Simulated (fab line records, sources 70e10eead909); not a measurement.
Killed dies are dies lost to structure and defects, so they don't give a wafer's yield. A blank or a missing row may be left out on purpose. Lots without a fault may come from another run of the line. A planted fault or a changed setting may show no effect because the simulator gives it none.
A struck lot beside a sound one | flow nand_harc | 26 steps out of a route of 1302
Sound: wafers L236.4, L236.5, L236.6. Struck: wafers L244.3, L244.5, L244.6. The cause comes at the end.
At each step with rows: each side's tool, then ch and its chambers, then its first start. Under that, the readings that differ: sound wafers | struck wafers | difference of the means | sigmas: that difference in standard deviations of wafers without a fault.
alike: readings whose means differ by less than 2 such deviations, and words and numbers that are the same on both sides. not compared: withheld readings, readings that some wafer has no value for, bounds like >300 that may hide the same value, and numbers for which the record gives no deviation and whose values overlap.
The two part at a step that has a row with sigmas, a row that says differs or no value, or rows on one side only. Numbers that don't overlap but have no deviation are shown without sigmas and don't part them. A reading that every wafer of one side lacks parts them only if that side has two wafers or more.

NHARC_P_ZERO_WELL_INSPECT_43:
  sound on defect_inspect-02, day 3 09:54; struck on defect_inspect-02, day 6 17:34
  alike: raw_defect_count
then, 11 steps without rows for these wafers: NHARC_P_STI_ETCH_26 (etches SiO2 in dHF, target depth 11 nm); NHARC_P_STI_PRECLEAN_27 (cleans in SC1); NHARC_P_STI_SRD_28; NHARC_P_STI_OXIDE_29 (material SiO2, target thk 10 nm, ox time 1362 s); NHARC_P_STI_HM_DEP_30 (deposits Si3N4, target thk 80 nm, time 873 s); NHARC_P_STI_DEHYDRATE_01 (time 120 s); NHARC_P_STI_HMDS_02 (time 30 s); NHARC_P_STI_COAT_41 (time 65 s); NHARC_P_STI_COAT_03 (resist thk 600 nm); NHARC_P_STI_SOFTBAKE_04 (time 70 s); NHARC_P_STI_EBR_05.
NHARC_P_STI_EXPOSE_06: exposes mask P STI, target cd 200 nm.
  sound on krf_scanner-03 ch 0, day 4 02:14; struck on krf_scanner-02 ch 0, day 7 13:56
  reading | sound                   | struck                           | difference | sigmas
  mask    | P_STI#0 P_STI#0 P_STI#0 | P_STI_R1#0 P_STI_R1#0 P_STI_R1#0 | differs    |
then, 2 steps without rows for these wafers: NHARC_P_STI_PEB_07 (peb time 80 s); NHARC_P_STI_DEVELOP_08 (time 50 s).
NHARC_P_STI_CD_MEAS_09: target cd 200 nm.
  sound on cd_sem-01 ch 0, day 4 02:23; struck on cd_sem-01 ch 0, day 7 14:04
  reading    | sound             | struck            | difference | sigmas
  cd_nm (nm) | 200.6 197.9 200.1 | 208.6 207.0 207.8 | +8.3       | +4
NHARC_P_STI_OVL_MEAS_10:
  sound on overlay-01, day 4 02:28; struck on overlay-01, day 7 14:10
  alike: overlay_x_nm, overlay_y_nm
NHARC_P_STI_INSPECT_11:
  sound on defect_inspect-02, day 4 02:31; struck on defect_inspect-02, day 7 14:11
  alike: raw_defect_count
then, 1 step without rows for these wafers: NHARC_P_STI_HARDBAKE_13 (time 65 s).
NHARC_P_STI_DESCUM_14: chemistry O2, time 3 s.
  sound on rie_diel-10 ch 0,2,3, day 4 02:40; struck on rie_diel-09 ch 0,1, day 7 14:20
  reading                | sound             | struck            | difference | sigmas
  model.P_STI.cd_nm (nm) | 201.5 197.5 200.2 | 208.7 207.1 207.4 | +8.0       |
  alike: drypump_motor_current_A, oes_product_au, rf_vpp_V, showerhead_plenum_p_Torr, throttle_valve_pct
  not compared: rf_hours_counter_h
NHARC_P_STI_ETCH_42: etches the open film in N2/H2, target depth 80 nm, overetch 24 nm, time 61 s.
  sound on rie_diel-10 ch 0,2,3, day 4 02:44; struck on rie_diel-09 ch 1,2, day 7 14:25
  alike: drypump_motor_current_A, oes_product_au, rf_fwd_power_W, rf_vpp_V, showerhead_plenum_p_Torr, throttle_valve_pct
  not compared: rf_hours_counter_h
NHARC_P_STI_ETCH_31: etches the open film in CF4/CHF3, target depth 108.9 nm, time 54.5 s.
  sound on rie_diel-10 ch 0,1,2; struck on rie_diel-09 ch 0,1,2
  alike: drypump_motor_current_A, oes_product_au, rf_fwd_power_W, rf_vpp_V, showerhead_plenum_p_Torr, throttle_valve_pct
  not compared: rf_hours_counter_h
NHARC_P_STI_ETCH_15: etches the open film in HBr/Cl2, target depth 300 nm, time 100.1 s.
  sound on rie_si-05 ch 0,1,3, day 4 02:57; struck on rie_si-05 ch 1,2, day 7 14:36
  reading                | sound           | struck          | difference | sigmas
  model.P_STI.cd_nm (nm) | 201.3 197 199.1 | 208 205.7 206.7 | +8         |
  alike: drypump_motor_current_A, oes_product_au, rf_fwd_power_W, throttle_valve_pct
  not compared: rf_hours_counter_h
NHARC_P_STI_CD_MEAS_16:
  sound on cd_sem-02, day 4 03:05; struck on cd_sem-01, day 7 14:46
  reading    | sound             | struck            | difference | sigmas
  cd_nm (nm) | 201.2 196.6 199.2 | 207.9 205.6 207.0 | +7.8       | +3
NHARC_P_STI_OCD_MEAS_17:
  sound on ocd-02, day 4 03:10; struck on ocd-02, day 7 14:52
  reading                | sound             | struck            | difference | sigmas
  trench_foot_cd_nm (nm) | 158.1 156.4 158.5 | 166.9 164.9 165.1 | +8.0       | +3
  alike: trench_depth_nm
then, 1 step without rows for these wafers: NHARC_P_STI_STRIP_19 (strips in SPM, time 900 s).

WHERE THEY PART
First at NHARC_P_STI_EXPOSE_06; last, within this record, at NHARC_P_STI_OCD_MEAS_17.

WHY: what the simulator had put in
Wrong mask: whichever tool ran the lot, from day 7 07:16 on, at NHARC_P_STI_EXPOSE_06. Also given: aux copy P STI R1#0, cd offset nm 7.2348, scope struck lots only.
